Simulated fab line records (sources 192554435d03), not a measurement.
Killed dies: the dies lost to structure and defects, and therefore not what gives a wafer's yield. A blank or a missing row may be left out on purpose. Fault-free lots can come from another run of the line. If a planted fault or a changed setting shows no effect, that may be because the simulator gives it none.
Chamber matching ; flow n5_finfet ; N5_BEOL_M15_STRIP_36 on rie_diel-03: 4 sister chambers
The step strips in O2. 24 wafers are shown with their chamber, then 12 later ones without.

## WAFERS PAIRED WITH THEIR CHAMBERS
wafer;chamber;drypump_motor_current_A (A);showerhead_plenum_p_Torr (Torr);oes_product_au (a.u.)
L079.2;1;5.29;2.21;0.77
L079.3;2;5.25;2.07;0.92
L079.6;1;5.29;2.21;0.76
L078.1;2;5.25;2.07;0.92
L078.2;3;5.17;2.12;0.92
L078.5;3;5.16;2.12;0.92
L082.3;0;5.91;2.07;0.68
L082.5;2;5.27;2.07;0.91
L082.6;3;5.12;2.12;0.92
L087.1;0;5.93;2.06;0.68
L087.2;3;5.17;2.12;0.89
L087.3;1;5.30;2.20;0.75
L087.4;2;5.25;2.06;0.87
L087.5;3;5.18;2.12;0.88
L087.6;2;5.24;2.06;0.88
L089.1;0;5.91;2.06;0.68
L089.2;1;5.26;2.20;0.75
L089.3;3;5.15;2.12;0.89
L090.2;1;5.29;2.20;0.77
L090.3;0;5.92;2.06;0.69
L090.4;2;5.24;2.06;0.89
L095.2;3;5.13;2.11;0.86
L095.3;0;5.95;2.06;1.00
L095.6;2;5.24;2.06;0.85

SIGNATURES (averages over the wafers above)
reading;chamber 0;chamber 1;chamber 2;chamber 3;scatter within a chamber
drypump_motor_current_A;5.9240;5.2860;5.2486;5.1543;0.0169
showerhead_plenum_p_Torr;2.0620;2.2040;2.0643;2.1186;0.00478
oes_product_au;0.7460;0.7600;0.8914;0.8971;0.0666
Rule: for each reading, subtract the chamber's mean from the wafer's reading, divide by that reading's scatter and square the result; add these up over the readings and take the root, which gives the wafer's distance from the chamber. If the next closest chamber is less than 2 further off than the closest, the wafer can't be placed; otherwise it belongs to the closest. The scatter: the root of (the sum of the squares of (reading less its chamber's mean) over the shown wafers, divided by (wafers less chambers)).

## WAFERS WITH NO CHAMBER GIVEN
wafer;drypump_motor_current_A (A);showerhead_plenum_p_Torr (Torr);oes_product_au (a.u.)
L093.1;5.14;2.11;0.87
L093.3;5.28;2.06;0.86
L093.5;5.14;2.11;0.87
L096.1;5.12;2.11;0.85
L096.2;5.29;2.20;0.74
L096.3;5.92;2.06;0.96
L096.4;5.24;2.05;0.87
L096.5;5.93;2.06;0.98
L096.6;5.17;2.11;0.86
L097.3;5.13;2.11;0.86
L097.5;5.26;2.20;0.75
L097.6;5.29;2.05;0.86

## CHAMBER TAKEN BY EACH
wafer;from the rows above;in truth
L093.1;3;3
L093.3;2;2
L093.5;3;3
L096.1;3;3
L096.2;1;1
L096.3;0;0
L096.4;2;2
L096.5;0;0
L096.6;3;3
L097.3;3;3
L097.5;1;1
L097.6;2;2
Correctly placed: 12 of 12. Can't be placed from these rows: 0. Wrongly placed: 0.
